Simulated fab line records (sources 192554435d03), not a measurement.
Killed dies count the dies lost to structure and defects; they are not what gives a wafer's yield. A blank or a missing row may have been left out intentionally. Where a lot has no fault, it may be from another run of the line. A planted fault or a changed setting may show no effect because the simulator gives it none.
Matching of chambers :: flow n5Finfet :: N5_BEOL_M0_SAQP_ETCH_49 on rieDiel-06 has 4 sister chambers
The step etches SiO2 in CF4/O2, target depth 37 nm. 4 wafers are shown with their chamber, then 10 later ones without.

## EACH WAFER AND ITS CHAMBER
wafer: L084.4
chamber: 0
showerheadPlenumPTorr (Torr): 2.10

wafer: L090.2
chamber: 3
showerheadPlenumPTorr (Torr): 2.16

wafer: L093.1
chamber: 2
showerheadPlenumPTorr (Torr): 2.09

wafer: L093.2
chamber: 1
showerheadPlenumPTorr (Torr): 2.28

## WAFERS WITH NO CHAMBER GIVEN
wafer: L093.4
showerheadPlenumPTorr (Torr): 2.28

wafer: L092.1
showerheadPlenumPTorr (Torr): 2.09

wafer: L092.4
showerheadPlenumPTorr (Torr): 2.16

wafer: L092.5
showerheadPlenumPTorr (Torr): 2.28

wafer: L095.1
showerheadPlenumPTorr (Torr): 2.16

wafer: L095.2
showerheadPlenumPTorr (Torr): 2.36

wafer: L095.3
showerheadPlenumPTorr (Torr): 2.28

wafer: L096.1
showerheadPlenumPTorr (Torr): 2.27

wafer: L096.3
showerheadPlenumPTorr (Torr): 2.15

wafer: L096.4
showerheadPlenumPTorr (Torr): 2.28

## EACH ONE'S CHAMBER
wafer: L093.4
from the rows above: 1
in truth: 1

wafer: L092.1
from the rows above: can't be placed: 2 or 0
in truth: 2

wafer: L092.4
from the rows above: 3
in truth: 3

wafer: L092.5
from the rows above: 1
in truth: 1

wafer: L095.1
from the rows above: 3
in truth: 3

wafer: L095.2
from the rows above: 1
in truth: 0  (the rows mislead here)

wafer: L095.3
from the rows above: 1
in truth: 1

wafer: L096.1
from the rows above: 1
in truth: 1

wafer: L096.3
from the rows above: can't be placed: 3 or 0 or 2
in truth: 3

wafer: L096.4
from the rows above: 1
in truth: 1
Correct placement for 7 of the 10. These rows do not allow placing 2 (true chamber among the candidates in 2). Placed wrongly: 1.
How it was worked out, from the rows above alone: a wafer's distance from a chamber is the root of the sum, over the readings, of the square of ((its reading less the chamber's mean) divided by the reading's scatter). The wafer belongs to the nearest chamber; if the next one is less than 2 further off, it can't be placed. The mean given for a chamber averages the wafers shown for that chamber. The scatter (one wafer shown for each chamber): square how far every hidden wafer sits from the nearest shown wafer, average those squares and take the square root.
